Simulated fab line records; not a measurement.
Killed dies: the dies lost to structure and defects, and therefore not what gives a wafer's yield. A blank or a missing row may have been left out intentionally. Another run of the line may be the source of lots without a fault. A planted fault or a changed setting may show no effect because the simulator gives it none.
Which of the tools did it? | flow n5 finfet | Sampling: 21 lots, 63 wafers, 6 of 1938 route steps

WHAT THE GAUGES READ, wafer by wafer
N5_BEOL_M0_SAQP_INSPECT_16: inspects for defects (brightfield). Usual: raw defect count at 603, with a standard deviation of 160.
lot  | measured     | on                | raw defect count | flag
L074 | day 5 13:42  | defect inspect-01 | 580 514 378      |
L076 | day 6 00:44  | defect inspect-02 | 704 589 879      |
L077 | day 6 09:50  | defect inspect-02 | 571 460 504      |
L078 | day 6 11:23  | defect inspect-01 | 487 345 468      |
L079 | day 6 18:44  | defect inspect-01 | 779 494 814      |
L080 | day 7 01:56  | defect inspect-01 | 518 594 558      |
L081 | day 7 12:11  | defect inspect-01 | 711 504 523      |
L082 | day 7 13:49  | defect inspect-02 | 558 598 658      |
L083 | day 7 19:20  | defect inspect-02 | 615 708 931      |
L084 | day 8 06:37  | defect inspect-01 | 1048 704 1056    |
L085 | day 8 07:29  | defect inspect-02 | 740 601 702      |
L086 | day 8 12:55  | defect inspect-01 | 628 1056 736     |
L087 | day 8 15:41  | defect inspect-02 | 355 514 551      |
L088 | day 9 08:46  | defect inspect-01 | 547 790 893      |
L089 | day 9 10:36  | defect inspect-01 | 460 403 520      |
L091 | day 9 23:26  | defect inspect-01 | 771 829 759      |
L090 | day 10 01:23 | defect inspect-02 | 268 402 548      |
L092 | day 10 04:23 | defect inspect-01 | 432 638 475      |
L093 | day 10 08:38 | defect inspect-02 | 672 608 733      |
L096 | day 11 12:17 | defect inspect-01 | 638 482 550      |
L097 | day 11 15:37 | defect inspect-01 | 455 631 735      |

N5_BEOL_M0_OCD_MEAS_108. Usual: trench depth nm at 32.6 nm, with a standard deviation of 0.56.
lot  | measured     | on     | trench depth nm (nm) | flag
L074 | day 5 20:45  | ocd-02 | 32.6 32.4 33.2       |
L076 | day 6 09:21  | ocd-01 | 32.8 32.5 32.2       |
L077 | day 6 21:14  | ocd-01 | 33.3 32.5 32.1       |
L078 | day 6 21:55  | ocd-01 | 32.9 32.4 32.8       |
L079 | day 7 02:46  | ocd-02 | 32.9 32.7 33.2       |
L080 | day 7 14:39  | ocd-02 | 32.0 33.1 33.4       |
L081 | day 7 23:13  | ocd-01 | 31.8 31.8 32.7       |
L082 | day 7 23:25  | ocd-02 | 32.6 32.1 32.9       |
L083 | day 8 05:41  | ocd-01 | 32.1 32.4 33.0       |
L084 | day 8 19:15  | ocd-01 | 32.4 33.9 32.4       |
L085 | day 8 19:42  | ocd-02 | 32.5 31.9 33.0       |
L086 | day 8 19:53  | ocd-01 | 32.9 32.4 32.1       |
L087 | day 9 01:53  | ocd-02 | 31.9 31.8 32.7       |
L088 | day 9 18:23  | ocd-02 | 31.6 31.6 32.7       |
L089 | day 9 21:44  | ocd-01 | 33.1 32.2 32.3       |
L091 | day 10 14:19 | ocd-02 | 32.1 32.5 33.6       |
L090 | day 10 14:09 | ocd-01 | 32.1 33.0 33.1       |
L092 | day 10 14:20 | ocd-01 | 31.4 33.4 31.7       |
L093 | day 10 20:46 | ocd-02 | 33.4 32.2 33.4       |
L096 | day 11 20:26 | ocd-01 | 32.3 32.2 31.9       |
L097 | day 12 00:07 | ocd-01 | 33.1 32.3 32.4       |

TOOL THAT RAN EACH LOT (tool first, then ch and the chambers of the sampled wafers, then the start)
lot  | N5_BEOL_M0_SAQP_ETCH_84            | N5_BEOL_M0_SAQP_MANDREL_ETCH_20  | N5_BEOL_M0_CUTY_DESCUM_61          | N5_BEOL_M0_ETCH_138
L074 | rie diel-02 ch 0,3, day 5 14:07    | rie si-04 ch 2,3, day 5 14:19    | rie diel-03 ch 0,1,3, day 5 19:43  | rie diel-03 ch 0,1,3, day 5 19:55
L076 | rie diel-02 ch 1,3, day 6 00:51    | rie si-02 ch 0,1,2, day 6 01:02  | rie diel-06 ch 1,2,3, day 6 06:34  | rie diel-06 ch 1,2,3, day 6 06:46
L077 | rie diel-01 ch 0,1,2, day 6 09:59  | rie si-04 ch 0,1, day 6 10:11    | rie diel-06 ch 0,1,3, day 6 17:07  | rie diel-06 ch 0,1,3, day 6 17:19
L078 | rie diel-01 ch 0,3, day 6 11:30    | rie si-03 ch 1,2, day 6 11:41    | rie diel-05 ch 2,3, day 6 17:49    | rie diel-05 ch 2,3, day 6 18:02
L079 | rie diel-04 ch 0,2, day 6 18:53    | rie si-02 ch 1,2, day 6 19:05    | rie diel-03 ch 0,2,3, day 7 01:49  | rie diel-03 ch 0,2,3, day 7 02:02
L080 | rie diel-01 ch 1,2, day 7 02:16    | rie si-04 ch 0,2,3, day 7 02:28  | rie diel-05 ch 2,3, day 7 08:03    | rie diel-05 ch 2,3, day 7 08:16
L081 | rie diel-04 ch 0,1,3, day 7 12:18  | rie si-04 ch 2,3, day 7 12:29    | rie diel-03 ch 0,2,3, day 7 20:43  | rie diel-03 ch 0,2,3, day 7 20:55
L082 | rie diel-01 ch 1,2, day 7 14:09    | rie si-04 ch 0,1, day 7 14:20    | rie diel-03 ch 0,1,3, day 7 21:02  | rie diel-03 ch 0,1,3, day 7 21:15
L083 | rie diel-01 ch 0,3, day 7 19:43    | rie si-04 ch 0,1,2, day 7 19:55  | rie diel-03 ch 0,1,3, day 8 03:17  | rie diel-03 ch 0,1,3, day 8 03:31
L084 | rie diel-01 ch 1,2,3, day 8 06:46  | rie si-02 ch 1,2,3, day 8 06:57  | rie diel-03 ch 0,2,3, day 8 14:32  | rie diel-03 ch 0,2,3, day 8 14:44
L085 | rie diel-02 ch 0,1,2, day 8 07:37  | rie si-04 ch 0,1,2, day 8 07:48  | rie diel-03 ch 0,3, day 8 15:41    | rie diel-03 ch 0,3, day 8 15:54
L086 | rie diel-04 ch 0,1, day 8 13:02    | rie si-03 ch 1,3, day 8 13:13    | rie diel-06 ch 1,2,3, day 8 18:50  | rie diel-06 ch 1,2,3, day 8 19:03
L087 | rie diel-02 ch 1,2,3, day 8 15:49  | rie si-02 ch 0,1,2, day 8 16:00  | rie diel-05 ch 0,1,3, day 9 00:04  | rie diel-05 ch 0,1,3, day 9 00:16
L088 | rie diel-04 ch 0,1, day 9 08:53    | rie si-02 ch 0,1, day 9 09:04    | rie diel-03 ch 0,1,2, day 9 15:14  | rie diel-03 ch 0,1,2, day 9 15:26
L089 | rie diel-02 ch 1,2,3, day 9 10:43  | rie si-03 ch 0,1,3, day 9 10:55  | rie diel-05 ch 0,1,3, day 9 19:34  | rie diel-05 ch 0,1,3, day 9 19:46
L091 | rie diel-01 ch 0,1,3, day 10 00:01 | rie si-03 ch 1,3, day 10 00:13   | rie diel-03 ch 0,3, day 10 06:26   | rie diel-03 ch 0,3, day 10 06:38
L090 | rie diel-04 ch 0,1,3, day 10 01:34 | rie si-04 ch 0,2,3, day 10 01:45 | rie diel-03 ch 0,2, day 10 08:50   | rie diel-03 ch 0,2, day 10 09:03
L092 | rie diel-04 ch 1,3, day 10 04:33   | rie si-04 ch 0,1,3, day 10 04:44 | rie diel-06 ch 1,2,3, day 10 10:41 | rie diel-06 ch 1,2,3, day 10 10:54
L093 | rie diel-01 ch 0,1, day 10 08:46   | rie si-02 ch 0,1,3, day 10 08:57 | rie diel-06 ch 0,1,3, day 10 15:50 | rie diel-06 ch 0,1,3, day 10 16:03
L096 | rie diel-04 ch 0,1,3, day 11 12:25 | rie si-02 ch 0,1,3, day 11 12:36 | rie diel-06 ch 0,2,3, day 11 17:43 | rie diel-06 ch 0,2,3, day 11 17:55
L097 | rie diel-02 ch 0,1, day 11 15:44   | rie si-02 ch 0,3, day 11 15:56   | rie diel-03 ch 2,3, day 11 22:21   | rie diel-03 ch 2,3, day 11 22:34
- N5_BEOL_M0_SAQP_ETCH_84: etches SOC in N2/H2, target depth 100 nm, overetch 20 nm, time 150 s.
- N5_BEOL_M0_SAQP_MANDREL_ETCH_20: etches a-Si in HBr/Cl2, stops on SiNx, target depth 60 nm, bt time 10 s, time 30 s.
- N5_BEOL_M0_CUTY_DESCUM_61: chemistry O2, time 7.9 s.
- N5_BEOL_M0_ETCH_138: etches SiCN in CH3F/O2, target depth 12 nm, time 31.6 s.

WHAT THE TOOLS THEMSELVES READ (means of the sampled wafers that have a number; where no wafer has one, the mark that the record gives instead)
N5_BEOL_M0_SAQP_ETCH_84. Usual: drypump motor current A 5.7 A, standard deviation 0.42; oes product au 0.72 a.u., standard deviation 0.086; rf fwd power W 836.2 W, standard deviation 2.7; rf vpp V 524.5 V, standard deviation 2.9; showerhead plenum p Torr 2.57 Torr, standard deviation 0.1; throttle valve pct 17.81 %, standard deviation 0.23.
lot  | tool        | drypump motor current A (A) | oes product au (a.u.) | rf fwd power W (W) | rf vpp V (V) | showerhead plenum p Torr (Torr) | throttle valve pct (%) | flag
L074 | rie diel-02 | 6.0                         | 0.72                  | 836.6              | 525.3        | 2.59                            | 17.65                  |
L076 | rie diel-02 | 5.8                         | 0.81                  | 835.7              | 524.6        | 2.55                            | 17.39                  |
L077 | rie diel-01 | 6.0                         | 0.74                  | 835.7              | 524.7        | 2.59                            | 17.84                  |
L078 | rie diel-01 | 5.9                         | 0.67                  | 836.2              | 526.6        | 2.65                            | 17.98                  |
L079 | rie diel-04 | 5.7                         | 0.67                  | 836.5              | 524.9        | 2.57                            | 17.82                  |
L080 | rie diel-01 | 5.9                         | 0.71                  | 835.2              | 521.8        | 2.50                            | 17.82                  |
L081 | rie diel-04 | 5.7                         | 0.71                  | 838.3              | 521.9        | 2.46                            | 17.80                  |
L082 | rie diel-01 | 5.9                         | 0.70                  | 835.8              | 521.9        | 2.50                            | 17.82                  |
L083 | rie diel-01 | 5.6                         | 0.66                  | 834.2              | 526.2        | 2.64                            | 18.08                  |
L084 | rie diel-01 | 5.7                         | 0.70                  | 835.5              | 525.2        | 2.58                            | 17.96                  |
L085 | rie diel-02 | 5.3                         | 0.85                  | 832.4              | 524.7        | 2.57                            | 17.63                  |
L086 | rie diel-04 | 5.3                         | 0.70                  | 837.7              | 524.0        | 2.53                            | 17.92                  |
L087 | rie diel-02 | 5.5                         | 0.82                  | 832.2              | 524.2        | 2.56                            | 17.48                  |
L088 | rie diel-04 | 5.4                         | 0.70                  | 837.6              | 523.4        | 2.53                            | 17.92                  |
L089 | rie diel-02 | 5.5                         | 0.81                  | 833.3              | 523.3        | 2.55                            | 17.50                  |
L091 | rie diel-01 | 5.8                         | 0.70                  | 836.6              | 526.8        | 2.66                            | 18.01                  |
L090 | rie diel-04 | 5.7                         | 0.70                  | 836.9              | 521.8        | 2.46                            | 17.84                  |
L092 | rie diel-04 | 5.8                         | 0.68                  | 840.4              | 521.9        | 2.48                            | 17.83                  |
L093 | rie diel-01 | 6.0                         | 0.71                  | 838.7              | 527.2        | 2.65                            | 17.94                  |
L096 | rie diel-04 | 5.7                         | 0.70                  | 838.2              | 520.9        | 2.45                            | 17.85                  |
L097 | rie diel-02 | 5.1                         | 0.78                  | 837.5              | 522.9        | 2.52                            | 17.64                  |

N5_BEOL_M0_SAQP_MANDREL_ETCH_20. Usual: drypump motor current A 6.0 A, standard deviation 0.32; he backside leak sccm 2.73 sccm, standard deviation 0.24; mfc cl2 sccm 79.97 sccm, standard deviation 0.23; oes product au 0.776 a.u., standard deviation 0.014; rf fwd power W 795.3 W, standard deviation 2.9; throttle valve pct 35.4 %, standard deviation 0.33.
lot  | tool      | drypump motor current A (A) | he backside leak sccm (sccm) | mfc cl2 sccm (sccm) | oes product au (a.u.) | rf fwd power W (W) | throttle valve pct (%) | flag
L074 | rie si-04 | 6.0                         | 2.76                         | 80.07               | 0.757                 | 796.0              | 35.5                   |
L076 | rie si-02 | 6.3                         | 2.90                         | 79.95               | 0.780                 | 794.8              | 35.1                   |
L077 | rie si-04 | 6.0                         | 2.94                         | 80.17               | 0.777                 | 796.5              | 35.7                   |
L078 | rie si-03 | 6.0                         | 2.43                         | 79.78               | 0.778                 | 792.8              | 35.3                   |
L079 | rie si-02 | 6.5                         | 2.67                         | 79.75               | 0.768                 | 795.7              | 35.3                   |
L080 | rie si-04 | 6.0                         | 2.76                         | 79.83               | 0.770                 | 795.4              | 35.5                   |
L081 | rie si-04 | 6.1                         | 2.69                         | 79.96               | 0.782                 | 795.8              | 35.3                   |
L082 | rie si-04 | 6.0                         | 2.93                         | 79.94               | 0.779                 | 796.4              | 35.7                   |
L083 | rie si-04 | 6.1                         | 2.96                         | 79.83               | 0.781                 | 797.6              | 35.6                   |
L084 | rie si-02 | 6.3                         | 2.70                         | 80.29               | 0.772                 | 798.3              | 35.2                   |
L085 | rie si-04 | 6.1                         | 2.76                         | 79.85               | 0.779                 | 797.6              | 35.5                   |
L086 | rie si-03 | 5.5                         | 2.44                         | 79.98               | 0.771                 | 793.3              | 35.3                   |
L087 | rie si-02 | 6.3                         | 2.76                         | 80.06               | 0.785                 | 797.3              | 35.1                   |
L088 | rie si-02 | 6.3                         | 2.64                         | 79.81               | 0.780                 | 793.3              | 35.1                   |
L089 | rie si-03 | 5.7                         | 2.42                         | 79.95               | 0.773                 | 794.1              | 35.5                   |
L091 | rie si-03 | 5.7                         | 2.38                         | 79.92               | 0.782                 | 795.6              | 35.2                   |
L090 | rie si-04 | 6.0                         | 2.80                         | 79.77               | 0.773                 | 795.9              | 35.4                   |
L092 | rie si-04 | 5.9                         | 2.94                         | 80.01               | 0.777                 | 794.7              | 35.7                   |
L093 | rie si-02 | 6.1                         | 2.80                         | 79.94               | 0.784                 | 795.5              | 35.1                   |
L096 | rie si-02 | 6.1                         | 2.84                         | 80.03               | 0.783                 | 795.2              | 35.1                   |
L097 | rie si-02 | 5.8                         | 2.92                         | 79.87               | 0.783                 | 796.5              | 35.0                   |

N5_BEOL_M0_CUTY_DESCUM_61. Usual: drypump motor current A 5.7 A, standard deviation 0.37; oes product au 0.79 a.u., standard deviation 0.1; rf fwd power W 49.38 W, standard deviation 0.27; rf vpp V 242.9 V, standard deviation 1.4; showerhead plenum p Torr 2.08 Torr, standard deviation 0.07; throttle valve pct 20.54 %, standard deviation 0.24.
lot  | tool        | drypump motor current A (A) | oes product au (a.u.) | rf fwd power W (W) | rf vpp V (V) | showerhead plenum p Torr (Torr) | throttle valve pct (%) | flag
L074 | rie diel-03 | 5.5                         | 0.72                  | 49.40              | 242.3        | 2.06                            | 20.61                  |
L076 | rie diel-06 | 5.4                         | 0.77                  | 49.35              | 242.5        | 2.06                            | 20.56                  |
L077 | rie diel-06 | 5.5                         | 0.73                  | 49.43              | 242.1        | 2.05                            | 20.72                  |
L078 | rie diel-05 | 6.0                         | 0.73                  | 49.59              | 243.3        | 2.09                            | 20.68                  |
L079 | rie diel-03 | 5.6                         | 0.80                  | 49.38              | 243.5        | 2.10                            | 20.42                  |
L080 | rie diel-05 | 5.7                         | 0.71                  | 49.66              | 243.7        | 2.08                            | 20.78                  |
L081 | rie diel-03 | 5.6                         | 0.79                  | 49.26              | 243.1        | 2.10                            | 20.41                  |
L082 | rie diel-03 | 5.5                         | 0.72                  | 49.47              | 242.3        | 2.05                            | 20.63                  |
L083 | rie diel-03 | 5.5                         | 0.72                  | 49.38              | 242.0        | 2.05                            | 20.64                  |
L084 | rie diel-03 | 5.6                         | 0.78                  | 49.19              | 243.8        | 2.10                            | 20.43                  |
L085 | rie diel-03 | 5.4                         | 0.71                  | 49.41              | 241.9        | 2.05                            | 20.47                  |
L086 | rie diel-06 | 5.4                         | 0.75                  | 49.70              | 243.2        | 2.06                            | 20.60                  |
L087 | rie diel-05 | 6.1                         | 0.78                  | 49.59              | 241.7        | 2.04                            | 20.52                  |
L088 | rie diel-03 | 5.7                         | 0.77                  | 49.37              | 244.3        | 2.09                            | 20.63                  |
L089 | rie diel-05 | 6.1                         | 0.77                  | 49.64              | 242.7        | 2.04                            | 20.53                  |
L091 | rie diel-03 | 5.6                         | 0.71                  | 49.18              | 241.9        | 2.01                            | 20.57                  |
L090 | rie diel-03 | 5.8                         | 0.83                  | 49.05              | 243.4        | 2.14                            | 20.42                  |
L092 | rie diel-06 | 5.4                         | 0.86                  | 49.58              | 243.4        | 2.05                            | 20.49                  |
L093 | rie diel-06 | 5.5                         | 0.90                  | 49.42              | 242.5        | 2.04                            | 20.51                  |
L096 | rie diel-06 | 5.4                         | 0.87                  | 49.22              | 242.5        | 2.07                            | 20.42                  |
L097 | rie diel-03 | 5.6                         | 0.80                  | 49.36              | 244.3        | 2.16                            | 20.35                  |

N5_BEOL_M0_ETCH_138. Usual: drypump motor current A 5.6 A, standard deviation 0.37; etch rf on time s 29.3 s, standard deviation 0.76; oes product au 0.67 a.u., standard deviation 0.088; rf fwd power W 386.2 W, standard deviation 1.8; rf vpp V 297.0 V, standard deviation 1.5; showerhead plenum p Torr 1.98 Torr, standard deviation 0.068; throttle valve pct 16.41 %, standard deviation 0.24.
lot  | tool        | drypump motor current A (A) | etch rf on time s (s) | oes product au (a.u.) | rf fwd power W (W) | rf vpp V (V) | showerhead plenum p Torr (Torr) | throttle valve pct (%) | flag
L074 | rie diel-03 | 5.5                         | 29.4                  | 0.62                  | 385.2              | 296.5        | 1.96                            | 16.48                  |
L076 | rie diel-06 | 5.4                         | 29.5                  | 0.66                  | 387.4              | 297.2        | 1.98                            | 16.46                  |
L077 | rie diel-06 | 5.5                         | 29.5                  | 0.63                  | 386.7              | 296.9        | 1.96                            | 16.66                  |
L078 | rie diel-05 | 6.0                         | 30.1                  | 0.63                  | 386.5              | 296.8        | 1.99                            | 16.51                  |
L079 | rie diel-03 | 5.6                         | 30.3                  | 0.69                  | 386.3              | 297.5        | 2.01                            | 16.29                  |
L080 | rie diel-05 | 5.7                         | 29.3                  | 0.62                  | 388.6              | 297.2        | 1.98                            | 16.65                  |
L081 | rie diel-03 | 5.6                         | 30.0                  | 0.68                  | 385.7              | 297.5        | 2.00                            | 16.31                  |
L082 | rie diel-03 | 5.5                         | 29.4                  | 0.61                  | 385.7              | 296.8        | 1.95                            | 16.53                  |
L083 | rie diel-03 | 5.5                         | 29.8                  | 0.61                  | 385.8              | 295.7        | 1.95                            | 16.53                  |
L084 | rie diel-03 | 5.6                         | 29.3                  | 0.67                  | 384.9              | 297.3        | 2.00                            | 16.32                  |
L085 | rie diel-03 | 5.4                         | 30.8                  | 0.60                  | 387.6              | 296.7        | 1.95                            | 16.35                  |
L086 | rie diel-06 | 5.4                         | 29.7                  | 0.64                  | 386.4              | 296.7        | 1.97                            | 16.51                  |
L087 | rie diel-05 | 6.1                         | 28.9                  | 0.67                  | 387.9              | 296.3        | 1.95                            | 16.38                  |
L088 | rie diel-03 | 5.6                         | 28.7                  | 0.65                  | 385.6              | 297.7        | 2.00                            | 16.50                  |
L089 | rie diel-05 | 6.1                         | 29.5                  | 0.65                  | 388.0              | 296.5        | 1.94                            | 16.38                  |
L091 | rie diel-03 | 5.6                         | 29.7                  | 0.61                  | 386.2              | 296.2        | 1.92                            | 16.48                  |
L090 | rie diel-03 | 5.8                         | 28.4                  | 0.71                  | 385.2              | 297.7        | 2.05                            | 16.32                  |
L092 | rie diel-06 | 5.4                         | 29.0                  | 0.74                  | 387.4              | 296.8        | 1.97                            | 16.36                  |
L093 | rie diel-06 | 5.5                         | 28.8                  | 0.76                  | 387.5              | 296.4        | 1.95                            | 16.39                  |
L096 | rie diel-06 | 5.4                         | 28.5                  | 0.76                  | 385.9              | 297.1        | 1.98                            | 16.28                  |
L097 | rie diel-03 | 5.6                         | 28.8                  | 0.68                  | 385.8              | 298.0        | 2.06                            | 16.25                  |

THE ANSWER, worked out from the rows above alone
Rule: a lot is off if the mean of its wafers that have a number lies more than 3 standard deviations from the usual mean. A lot without any number at a reading at which 4 lots or more have one is off too. Where the step has rows for the other lots, those lots are counted as sound. The gauges are gone through in route order, then the tools' own readings, and for those a lot's mean is taken as printed above. The first step at which some lot is off is used, and at that step the reading that is off furthest; a lot without a number counts as furthest.
Across all readings shown, no lot is off: no conclusion can be drawn from this.

WHAT THE SIMULATOR HAD PUT IN
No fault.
